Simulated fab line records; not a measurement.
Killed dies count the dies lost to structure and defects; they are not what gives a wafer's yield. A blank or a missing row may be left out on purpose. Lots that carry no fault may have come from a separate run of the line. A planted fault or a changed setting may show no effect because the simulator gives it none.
Matching of chambers | flow nand_harc | rie_diel-04 running NHARC_A_SGD_CUT_ETCHBACK_24: 4 sister chambers
The step etches the open film in CH3F/O2, target depth 50 nm, time 92.857 s. 20 wafers are shown with their chamber, then 10 later ones without.

## WAFERS WITH THEIR CHAMBER
wafer  | chamber | showerhead_plenum_p_Torr (Torr) | drypump_motor_current_A (A) | rf_vpp_V (V)
L078.1 | 2       | 2.56                            | 5.5                         | 245.9
L078.4 | 1       | 2.45                            | 5.7                         | 245.4
L078.5 | 2       | 2.56                            | 5.5                         | 244.9
L079.2 | 0       | 2.31                            | 5.7                         | 239.6
L079.5 | 0       | 2.31                            | 5.8                         | 243.5
L079.6 | 1       | 2.45                            | 5.7                         | 243.6
L082.1 | 0       | 2.31                            | 5.8                         | 241.5
L082.4 | 1       | 2.45                            | 5.7                         | 246.1
L082.6 | 0       | 2.31                            | 5.8                         | 243.3
L084.1 | 3       | 2.31                            | 6.3                         | 243.3
L084.3 | 1       | 2.45                            | 5.7                         | 244.4
L084.5 | 1       | 2.45                            | 5.7                         | 243.7
L087.2 | 0       | 2.30                            | 5.8                         | 242.2
L087.4 | 0       | 2.30                            | 5.8                         | 240.3
L087.6 | 1       | 2.45                            | 5.7                         | 245.3
L091.1 | 2       | 2.56                            | 5.5                         | 245.6
L091.4 | 0       | 2.30                            | 5.8                         | 244.0
L091.5 | 2       | 2.56                            | 5.5                         | 245.9
L093.2 | 3       | 2.31                            | 6.3                         | 242.8
L093.3 | 0       | 2.30                            | 5.8                         | 242.2

SIGNATURES (averages over the wafers above)
reading                  | chamber 0 | chamber 1 | chamber 2 | chamber 3 | scatter within a chamber
showerhead_plenum_p_Torr | 2.3050    | 2.4500    | 2.5600    | 2.3100    | 0.00354
drypump_motor_current_A  | 5.787     | 5.700     | 5.500     | 6.300     | 0.0234
rf_vpp_V                 | 242.075   | 244.750   | 245.575   | 243.050   | 1.19
Rule: distance of a wafer from a chamber = root of the sum over the readings of ((wafer's reading minus chamber's mean) / reading's scatter) squared. The wafer belongs to the nearest chamber; if the next one is less than 2 further off, it can't be placed. The scatter is the square root of a quotient: the sum, over the shown wafers, of each reading's squared deviation from its chamber's mean, divided by wafers minus chambers.

## WAFERS WHOSE CHAMBER IS MISSING
wafer  | showerhead_plenum_p_Torr (Torr) | drypump_motor_current_A (A) | rf_vpp_V (V)
L093.6 | 2.31                            | 6.3                         | 241.7
L094.4 | 2.31                            | 6.3                         | 241.7
L094.5 | 2.30                            | 5.8                         | 242.5
L094.6 | 2.45                            | 5.7                         | 244.8
L095.2 | 2.45                            | 5.7                         | 243.7
L095.3 | 2.31                            | 6.3                         | 243.5
L095.6 | 2.31                            | 6.3                         | 242.5
L096.3 | 2.45                            | 5.7                         | 244.0
L096.4 | 2.45                            | 5.7                         | 245.0
L096.5 | 2.31                            | 6.3                         | 243.2

## THE CHAMBER EACH PASSED THROUGH
wafer  | from the rows above | in truth
L093.6 | 3                   | 3
L094.4 | 3                   | 3
L094.5 | 0                   | 0
L094.6 | 1                   | 1
L095.2 | 1                   | 1
L095.3 | 3                   | 3
L095.6 | 3                   | 3
L096.3 | 1                   | 1
L096.4 | 1                   | 1
L096.5 | 3                   | 3
Placed correctly: 10 of 10. Number that these rows cannot place: 0. Number placed wrongly: 0.
